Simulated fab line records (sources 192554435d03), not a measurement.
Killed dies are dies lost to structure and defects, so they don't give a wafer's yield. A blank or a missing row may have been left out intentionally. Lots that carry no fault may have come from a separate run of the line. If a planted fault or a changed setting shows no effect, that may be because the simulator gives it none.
Split-lot study    flow n5_finfet    21 wafers read from 7 lots, route of 1938 steps

## SPLIT DETAILS
At N5_PASSIVATION_PASS_ETCH_47 (etches SiNx in CF4/O2, target depth 770 nm, time 385 s), the setting source_w was moved away from the recipe's 535 W on 5 of the 21 wafers read, by -17.7% to +15.9%. This setting was run at the recipe's value on the other wafers.

Reading taken at the split's own step.

## THE READING
rf_vpp_V, in V, at N5_PASSIVATION_PASS_ETCH_47 (etches SiNx in CF4/O2, target depth 770 nm, time 385 s). Typical for fault-free wafers on this fab line: 244 V, with standard deviation 5.9 V.

wafer   tool, chamber at the split  source_w as run, W  against the recipe  rf_vpp_V, V  against lot-mates on the recipe
L076.1  rie_diel-06, 3              535                 recipe              238          -
L076.3  rie_diel-06, 0              440.4               -17.7%              258          +22
L076.5  rie_diel-06, 0              535                 recipe              234          -
L081.3  rie_diel-04, 1              620.3               +15.9%              231          -11
L081.4  rie_diel-04, 3              535                 recipe              242          -
L081.6  rie_diel-04, 3              620.3               +15.9%              224          -18
L080.1  rie_diel-05, 0              535                 recipe              235          -
L080.3  rie_diel-05, 3              535                 recipe              242          -
L080.6  rie_diel-05, 0              535                 recipe              237          -
L083.2  rie_diel-05, 1              535                 recipe              249          -
L083.4  rie_diel-05, 2              535                 recipe              239          -
L083.5  rie_diel-05, 0              605.7               +13.2%              222          -22
L095.1  rie_diel-04, 2              535                 recipe              246          -
L095.3  rie_diel-04, 0              535                 recipe              250          -
L095.4  rie_diel-04, 1              535                 recipe              250          -
L097.1  rie_diel-04, 0              535                 recipe              252          -
L097.3  rie_diel-04, 2              480.8               -10.1%              258          +6
L097.6  rie_diel-04, 1              535                 recipe              251          -
L096.2  rie_diel-05, 0              535                 recipe              233          -
L096.4  rie_diel-05, 3              535                 recipe              241          -
L096.6  rie_diel-05, 2              535                 recipe              239          -

FIT RESULTS
A straight line over all 21 wafers: rf_vpp_V changes by -1.07 V for each +1% of source_w; r = -0.79; the points scatter about the line by 6.2 V.
The same after taking each lot's own level away (the mean of its wafers on the recipe; 21 wafers): -1.1 V for each +1%; r = -0.91; scatter 3.7 V.
The reading moves by 19 V for the largest change in source_w, on that fit.
Across the lots, their own levels run from 236.0 to 251.5 V, a range of 2.6 times the standard deviation given above.
So the lot-to-lot level blurs the effect unless lot-mates are compared.
Check: +17.7 V against its lot-mates is what the line predicts for one of the wafers moved furthest among these (-17.7%) when that wafer is left out of the fit. Against them it came out at +22 V.
Tool readings at the split's step, against how far the setting was moved: rf_vpp_V r = -0.79.

## THESE WAFERS: OTHER SPLITS
Before the reading, these wafers also passed through other splits. Each is held against what the fit with the lots' levels taken away leaves over:
other split on the same wafers     wafers away from the commonest value  r with rf_vpp_V (lot level and that fit taken away)
N5_BEOL_M15_TRENCH_ETCH_34 bias_w  9                                     +0.24

## THE WHOLE CHAIN: every reading that the file lists as answering this split, in the file's order
step                         what it does                                            reading                                                         change (the file's fit)               r (the file's)
N5_PASSIVATION_PASS_ETCH_47  etches SiNx in CF4/O2, target depth 770 nm, time 385 s  rf_vpp_V                                                        -1.15 V for each +1% of the setting   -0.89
N5_PASSIVATION_PASS_ETCH_47  etches SiNx in CF4/O2, target depth 770 nm, time 385 s  etch.depth_nm (the simulator's own value, which no gauge read)  +5.64 nm for each +1% of the setting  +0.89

## THE FILE'S OWN FIT
rf_vpp_V changes by -1.15 V for each +1% of source_w, r = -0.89.
